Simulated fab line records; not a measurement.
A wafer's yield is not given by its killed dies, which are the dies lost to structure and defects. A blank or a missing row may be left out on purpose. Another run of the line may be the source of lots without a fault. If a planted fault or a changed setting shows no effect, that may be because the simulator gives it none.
Which of the tools did it? | flow n5Finfet | 24 lots, 72 wafers sampled, at 6 steps of a route of 1938

WHAT THE GAUGES SHOWED, per wafer
The record lacks any reading of a measuring or inspecting step that a usual standard deviation could be used to judge.

WHICH TOOL RAN EACH LOT (tool, then ch and the chambers of the sampled wafers, then the start)
lot  | N5_BEOL_M3_ETCH_63                | N5_BEOL_M3_SURFACE_TREAT_85 | N5_BEOL_M3_SPUTTER_79       | N5_BEOL_M3_SPUTTER_81       | N5_BEOL_M3_ANNEAL_89        | N5_BEOL_M3_ANNEAL_91
L075 | rieDiel-06 ch 0,1,2, day 7 03:07  | pvdSputter-02, day 7 11:24  | pvdSputter-01, day 7 11:52  | pvdSputter-01, day 7 12:05  | pvdSputter-01, day 7 12:36  | pvdSputter-01, day 7 12:49
L074 | rieDiel-05 ch 1,2, day 7 05:17    | pvdSputter-02, day 7 13:04  | pvdSputter-01, day 7 14:13  | pvdSputter-01, day 7 14:26  | pvdSputter-01, day 7 14:58  | pvdSputter-01, day 7 15:11
L076 | rieDiel-06 ch 0,1,2, day 7 11:52  | pvdSputter-03, day 7 15:48  | pvdSputter-01, day 7 16:14  | pvdSputter-01, day 7 16:28  | pvdSputter-01, day 7 16:59  | pvdSputter-01, day 7 17:12
L077 | rieDiel-06 ch 0,2,3, day 7 18:59  | pvdSputter-01, day 8 08:48  | pvdSputter-01, day 8 09:23  | pvdSputter-01, day 8 09:36  | pvdSputter-01, day 8 10:07  | pvdSputter-01, day 8 10:20
L078 | rieDiel-03 ch 0,2,3, day 8 20:07  | pvdSputter-03, day 9 03:53  | pvdSputter-01, day 9 05:53  | pvdSputter-01, day 9 06:07  | pvdSputter-01, day 9 06:38  | pvdSputter-01, day 9 06:51
L080 | rieDiel-06 ch 0,2,3, day 8 20:18  | pvdSputter-03, day 9 06:32  | pvdSputter-03, day 9 07:02  | pvdSputter-03, day 9 07:15  | pvdSputter-03, day 9 07:46  | pvdSputter-03, day 9 07:59
L079 | rieDiel-05 ch 1,3, day 8 22:29    | pvdSputter-02, day 9 03:22  | pvdSputter-02, day 9 03:53  | pvdSputter-02, day 9 04:07  | pvdSputter-02, day 9 04:38  | pvdSputter-02, day 9 04:51
L082 | rieDiel-03 ch 2,3, day 9 02:22    | pvdSputter-02, day 9 10:07  | pvdSputter-02, day 9 10:34  | pvdSputter-02, day 9 10:47  | pvdSputter-02, day 9 11:19  | pvdSputter-02, day 9 11:32
L081 | rieDiel-03 ch 0,1,2, day 9 02:53  | pvdSputter-03, day 9 11:13  | pvdSputter-03, day 9 11:45  | pvdSputter-03, day 9 11:58  | pvdSputter-03, day 9 12:29  | pvdSputter-03, day 9 12:43
L083 | rieDiel-03 ch 0,1, day 9 09:06    | pvdSputter-02, day 9 14:26  | pvdSputter-03, day 9 14:55  | pvdSputter-03, day 9 15:08  | pvdSputter-03, day 9 15:39  | pvdSputter-03, day 9 15:52
L084 | rieDiel-03 ch 1,2,3, day 9 09:20  | pvdSputter-02, day 9 15:23  | pvdSputter-02, day 9 15:53  | pvdSputter-02, day 9 16:07  | pvdSputter-02, day 9 16:38  | pvdSputter-02, day 9 16:51
L085 | rieDiel-05 ch 1,3, day 9 11:17    | pvdSputter-03, day 9 22:13  | pvdSputter-01, day 9 22:41  | pvdSputter-01, day 9 22:54  | pvdSputter-01, day 9 23:25  | pvdSputter-01, day 9 23:38
L086 | rieDiel-03 ch 1,2,3, day 10 02:00 | pvdSputter-03, day 10 13:37 | pvdSputter-02, day 10 14:04 | pvdSputter-02, day 10 14:17 | pvdSputter-02, day 10 14:48 | pvdSputter-02, day 10 15:01
L087 | rieDiel-05 ch 1,2, day 10 12:51   | pvdSputter-01, day 10 20:57 | pvdSputter-03, day 10 21:26 | pvdSputter-03, day 10 21:40 | pvdSputter-03, day 10 22:11 | pvdSputter-03, day 10 22:24
L088 | rieDiel-03 ch 0,2, day 10 13:31   | pvdSputter-03, day 10 23:52 | pvdSputter-01, day 11 00:30 | pvdSputter-01, day 11 00:43 | pvdSputter-01, day 11 01:14 | pvdSputter-01, day 11 01:28
L089 | rieDiel-06 ch 0,1,2, day 11 03:59 | pvdSputter-01, day 11 06:49 | pvdSputter-02, day 11 07:22 | pvdSputter-02, day 11 07:35 | pvdSputter-02, day 11 08:07 | pvdSputter-02, day 11 08:20
L090 | rieDiel-06 ch 0,1,3, day 11 09:44 | pvdSputter-01, day 11 12:55 | pvdSputter-03, day 11 13:26 | pvdSputter-03, day 11 13:39 | pvdSputter-03, day 11 14:10 | pvdSputter-03, day 11 14:23
L091 | rieDiel-05 ch 1,2,3, day 11 12:02 | pvdSputter-03, day 11 20:08 | pvdSputter-03, day 11 20:43 | pvdSputter-03, day 11 20:56 | pvdSputter-03, day 11 21:27 | pvdSputter-03, day 11 21:40
L092 | rieDiel-05 ch 0,1,3, day 11 13:38 | pvdSputter-02, day 12 01:14 | pvdSputter-02, day 12 01:44 | pvdSputter-02, day 12 01:57 | pvdSputter-02, day 12 02:28 | pvdSputter-02, day 12 02:41
L093 | rieDiel-05 ch 0,2,3, day 12 00:47 | pvdSputter-03, day 12 21:08 | pvdSputter-03, day 12 21:37 | pvdSputter-03, day 12 21:50 | pvdSputter-03, day 12 22:21 | pvdSputter-03, day 12 22:34
L094 | rieDiel-05 ch 0,3, day 12 01:42   | pvdSputter-01, day 13 02:25 | pvdSputter-01, day 13 02:55 | pvdSputter-01, day 13 03:08 | pvdSputter-01, day 13 03:40 | pvdSputter-01, day 13 03:53
L095 | rieDiel-03 ch 1,2,3, day 12 09:16 | pvdSputter-01, day 12 15:22 | pvdSputter-01, day 12 15:52 | pvdSputter-01, day 12 16:05 | pvdSputter-01, day 12 16:37 | pvdSputter-01, day 12 16:50
L096 | rieDiel-06 ch 0,1,2, day 12 14:44 | pvdSputter-03, day 13 02:26 | pvdSputter-03, day 13 03:07 | pvdSputter-03, day 13 03:20 | pvdSputter-03, day 13 03:51 | pvdSputter-03, day 13 04:04
L097 | rieDiel-06 ch 0,1,3, day 12 21:20 | pvdSputter-01, day 13 02:28 | pvdSputter-02, day 13 04:25 | pvdSputter-02, day 13 04:38 | pvdSputter-02, day 13 05:10 | pvdSputter-02, day 13 05:23
- N5_BEOL_M3_ETCH_63: etches SiARC in CF4, target depth 15.6 nm, time 26 s.
- N5_BEOL_M3_SURFACE_TREAT_85
- N5_BEOL_M3_SPUTTER_79: material Cu, target thk 4.5 nm, time 8.29 s.
- N5_BEOL_M3_SPUTTER_81: material Cu, target thk 4.5 nm, time 8.29 s.
- N5_BEOL_M3_ANNEAL_89: time 240 s.
- N5_BEOL_M3_ANNEAL_91: time 240 s.

AS READ BY THE TOOLS THEMSELVES (means over the sampled wafers that have a number; for cases with no such wafer, the mark the record gives instead)
N5_BEOL_M3_ETCH_63.
lot  | tool       | drypumpMotorCurrentA (A) | etchRfOnTimeS (s) | oesProductAu (a.u.) | rfVppV (V) | showerheadPlenumPTorr (Torr) | throttleValvePct (%)
L075 | rieDiel-06 | 5.47                     | 26.0              | 0.62                | 184.6      | 2.19                         | 15.76
L074 | rieDiel-05 | 5.61                     | 25.3              | 0.67                | 184.3      | 2.17                         | 15.48
L076 | rieDiel-06 | 5.47                     | 25.9              | 0.62                | 184.6      | 2.18                         | 15.77
L077 | rieDiel-06 | 5.45                     | 25.9              | 0.63                | 183.9      | 2.16                         | 15.74
L078 | rieDiel-03 | 5.45                     | 26.4              | 0.59                | 184.3      | 2.14                         | 15.71
L080 | rieDiel-06 | 5.43                     | 25.7              | 0.62                | 184.8      | 2.16                         | 15.76
L079 | rieDiel-05 | 5.37                     | 26.1              | 0.67                | 182.9      | 2.11                         | 15.46
L082 | rieDiel-03 | 5.18                     | 25.9              | 0.58                | 184.1      | 2.16                         | 15.91
L081 | rieDiel-03 | 5.49                     | 26.4              | 0.63                | 184.6      | 2.17                         | 15.59
L083 | rieDiel-03 | 5.73                     | 26.6              | 0.63                | 184.2      | 2.16                         | 15.46
L084 | rieDiel-03 | 5.22                     | 25.8              | 0.62                | 183.9      | 2.19                         | 15.77
L085 | rieDiel-05 | 5.37                     | 25.9              | 0.67                | 183.0      | 2.11                         | 15.48
L086 | rieDiel-03 | 5.22                     | 25.9              | 0.62                | 184.5      | 2.19                         | 15.79
L087 | rieDiel-05 | 5.56                     | 25.4              | 0.78                | 184.0      | 2.12                         | 15.19
L088 | rieDiel-03 | 5.68                     | 26.6              | 0.59                | 184.1      | 2.11                         | 15.56
L089 | rieDiel-06 | 5.47                     | 25.6              | 0.68                | 184.3      | 2.18                         | 15.64
L090 | rieDiel-06 | 5.30                     | 25.6              | 0.67                | 184.5      | 2.18                         | 15.59
L091 | rieDiel-05 | 5.48                     | 25.6              | 0.72                | 183.6      | 2.13                         | 15.38
L092 | rieDiel-05 | 5.28                     | 26.1              | 0.72                | 183.3      | 2.13                         | 15.46
L093 | rieDiel-05 | 5.35                     | 25.8              | 0.73                | 184.4      | 2.16                         | 15.50
L094 | rieDiel-05 | 5.23                     | 26.2              | 0.68                | 184.0      | 2.14                         | 15.63
L095 | rieDiel-03 | 5.24                     | 26.0              | 0.76                | 185.3      | 2.19                         | 15.48
L096 | rieDiel-06 | 5.49                     | 25.4              | 0.67                | 183.8      | 2.17                         | 15.66
L097 | rieDiel-06 | 5.28                     | 25.5              | 0.66                | 184.4      | 2.18                         | 15.62

N5_BEOL_M3_SPUTTER_79.
lot  | tool          | throttleValvePct (%)
L075 | pvdSputter-01 | 29.4
L074 | pvdSputter-01 | 29.3
L076 | pvdSputter-01 | 29.4
L077 | pvdSputter-01 | 29.1
L078 | pvdSputter-01 | 29.5
L080 | pvdSputter-03 | 29.1
L079 | pvdSputter-02 | 30.3
L082 | pvdSputter-02 | 29.4
L081 | pvdSputter-03 | 28.8
L083 | pvdSputter-03 | 28.7
L084 | pvdSputter-02 | 30.6
L085 | pvdSputter-01 | 29.9
L086 | pvdSputter-02 | 29.6
L087 | pvdSputter-03 | 28.7
L088 | pvdSputter-01 | 30.1
L089 | pvdSputter-02 | 29.6
L090 | pvdSputter-03 | 29.0
L091 | pvdSputter-03 | 29.0
L092 | pvdSputter-02 | 29.6
L093 | pvdSputter-03 | 28.9
L094 | pvdSputter-01 | 29.1
L095 | pvdSputter-01 | 29.6
L096 | pvdSputter-03 | 28.7
L097 | pvdSputter-02 | 29.5

N5_BEOL_M3_SPUTTER_81.
lot  | tool          | throttleValvePct (%)
L075 | pvdSputter-01 | 29.6
L074 | pvdSputter-01 | 29.2
L076 | pvdSputter-01 | 29.3
L077 | pvdSputter-01 | 29.2
L078 | pvdSputter-01 | 29.7
L080 | pvdSputter-03 | 29.1
L079 | pvdSputter-02 | 30.1
L082 | pvdSputter-02 | 29.4
L081 | pvdSputter-03 | 29.0
L083 | pvdSputter-03 | 28.7
L084 | pvdSputter-02 | 30.7
L085 | pvdSputter-01 | 30.0
L086 | pvdSputter-02 | 29.5
L087 | pvdSputter-03 | 28.5
L088 | pvdSputter-01 | 30.1
L089 | pvdSputter-02 | 29.7
L090 | pvdSputter-03 | 29.1
L091 | pvdSputter-03 | 29.0
L092 | pvdSputter-02 | 29.7
L093 | pvdSputter-03 | 28.9
L094 | pvdSputter-01 | 29.0
L095 | pvdSputter-01 | 29.7
L096 | pvdSputter-03 | 28.7
L097 | pvdSputter-02 | 29.3

N5_BEOL_M3_ANNEAL_89.
lot  | tool          | heaterPowerW (W)
L075 | pvdSputter-01 | 868
L074 | pvdSputter-01 | 788
L076 | pvdSputter-01 | 797
L077 | pvdSputter-01 | 798
L078 | pvdSputter-01 | 840
L080 | pvdSputter-03 | 791
L079 | pvdSputter-02 | 840
L082 | pvdSputter-02 | 881
L081 | pvdSputter-03 | 802
L083 | pvdSputter-03 | 814
L084 | pvdSputter-02 | 956
L085 | pvdSputter-01 | 832
L086 | pvdSputter-02 | 954
L087 | pvdSputter-03 | 828
L088 | pvdSputter-01 | 827
L089 | pvdSputter-02 | 922
L090 | pvdSputter-03 | 801
L091 | pvdSputter-03 | 814
L092 | pvdSputter-02 | 913
L093 | pvdSputter-03 | 810
L094 | pvdSputter-01 | 833
L095 | pvdSputter-01 | 836
L096 | pvdSputter-03 | 813
L097 | pvdSputter-02 | 875

N5_BEOL_M3_ANNEAL_91.
lot  | tool          | heaterPowerW (W)
L075 | pvdSputter-01 | 854
L074 | pvdSputter-01 | 806
L076 | pvdSputter-01 | 806
L077 | pvdSputter-01 | 807
L078 | pvdSputter-01 | 858
L080 | pvdSputter-03 | 798
L079 | pvdSputter-02 | 837
L082 | pvdSputter-02 | 880
L081 | pvdSputter-03 | 806
L083 | pvdSputter-03 | 823
L084 | pvdSputter-02 | 943
L085 | pvdSputter-01 | 822
L086 | pvdSputter-02 | 960
L087 | pvdSputter-03 | 817
L088 | pvdSputter-01 | 827
L089 | pvdSputter-02 | 912
L090 | pvdSputter-03 | 801
L091 | pvdSputter-03 | 818
L092 | pvdSputter-02 | 912
L093 | pvdSputter-03 | 818
L094 | pvdSputter-01 | 831
L095 | pvdSputter-01 | 824
L096 | pvdSputter-03 | 805
L097 | pvdSputter-02 | 864

THE ANSWER, worked out from the rows above alone
Rule: what is usual is taken from the lots themselves. The widest of any qualifying gaps counts: lots, ordered by their means at a reading, are off when they make up no more than a third of the lots, leave a main group of 4 or more, and stand apart from it by 3 or more times the standard deviation of that group's means. A main group whose means are all the same, to the digits that the tables above print for the reading, isn't used. Also off: a lot with no number at a reading for which 4 or more lots have one. Any other lot the step has rows for is counted as sound. First the gauges in route order, then the tools' own readings, where a lot's mean is used as printed above. At the first step where some lot is off, the reading lying furthest off is the one used; lots without a number count as furthest.
No lot is off at any reading shown: from this, nothing can be told.

WHAT HAD BEEN PUT IN BY THE SIMULATOR
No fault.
